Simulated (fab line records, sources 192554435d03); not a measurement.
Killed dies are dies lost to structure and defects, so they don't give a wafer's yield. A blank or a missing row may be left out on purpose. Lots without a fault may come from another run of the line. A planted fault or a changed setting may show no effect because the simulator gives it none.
Split-lot experiment | flow n5_finfet | 7 lots, 21 wafers read, on a route of 1938 steps

THE SPLIT
At N5_WELL_APT_COAT_19 (resist thk 950 nm), the setting spin_rpm was moved away from the recipe's 1357 rpm on 5 of the 21 wafers read, by -7.3% to +7.3%. The other wafers ran this setting at the recipe's value.

The reading is taken at the split's own step.

THE READING
coat_of_WELL_APT_COAT_19.thk_nm (the simulator's own value, which no gauge read), in nm, at N5_WELL_APT_COAT_19 (resist thk 950 nm). The file gives no usual value for it. The 16 wafers here that ran the recipe average 948.3 nm, standard deviation 1.4 nm.

wafer  | tool, chamber at the split | spin_rpm as run, rpm | against the recipe | coat_of_WELL_APT_COAT_19.thk_nm, nm | against lot-mates on the recipe
L076.1 | litho_track-03, 0          | 1357                 | recipe             | 946.8                               | -
L076.2 | litho_track-03, 0          | 1357                 | recipe             | 947.8                               | -
L076.6 | litho_track-03, 0          | 1357                 | recipe             | 949.2                               | -
L080.1 | litho_track-03, 0          | 1357                 | recipe             | 946.5                               | -
L080.2 | litho_track-03, 0          | 1456                 | +7.3%              | 912.4                               | -34.0
L080.4 | litho_track-03, 0          | 1357                 | recipe             | 946.3                               | -
L082.1 | litho_track-03, 0          | 1357                 | recipe             | 947.4                               | -
L082.2 | litho_track-03, 0          | 1357                 | recipe             | 950                                 | -
L082.6 | litho_track-03, 0          | 1357                 | recipe             | 948.3                               | -
L084.2 | litho_track-01, 0          | 1357                 | recipe             | 949.9                               | -
L084.3 | litho_track-01, 0          | 1401                 | +3.2%              | 936                                 | -13.7
L084.5 | litho_track-01, 0          | 1357                 | recipe             | 949.5                               | -
L089.2 | litho_track-01, 0          | 1439                 | +6.0%              | 920.4                               | -28.5
L089.5 | litho_track-01, 0          | 1357                 | recipe             | 950.1                               | -
L089.6 | litho_track-01, 0          | 1357                 | recipe             | 947.6                               | -
L093.2 | litho_track-01, 0          | 1357                 | recipe             | 951.1                               | -
L093.3 | litho_track-01, 0          | 1357                 | recipe             | 947.5                               | -
L093.4 | litho_track-01, 0          | 1357                 | recipe             | 947.3                               | -
L095.4 | litho_track-03, 0          | 1258                 | -7.3%              | 985.9                               | +38.6
L095.5 | litho_track-03, 0          | 1258                 | -7.3%              | 985.7                               | +38.4
L095.6 | litho_track-03, 0          | 1357                 | recipe             | 947.3                               | -

THE FIT
A straight line over all 21 wafers: coat_of_WELL_APT_COAT_19.thk_nm changes by -4.93 nm for each +1% of spin_rpm; r = -0.99; the points scatter about the line by 1.6 nm.
The same after taking each lot's own level away (the mean of its wafers on the recipe; 21 wafers): -4.97 nm for each +1%; r = -1.00; scatter 1.4 nm.
On that fit, the largest move of spin_rpm shifts the reading by 36 nm.
The lots' own levels span 946.40 to 949.70 nm, that is 2.3 times the standard deviation above.
So the lot-to-lot level changes the slope little: the two slopes agree.
Check: with one of the wafers moved furthest among these (+7.3%) left out of the fit, the line predicts -36.5 nm for it against its lot-mates. It came out at -34 nm against them.

THE FILE'S OWN FIT
coat_of_WELL_APT_COAT_19.thk_nm changes by -4.86 nm for each +1% of spin_rpm, r = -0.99.
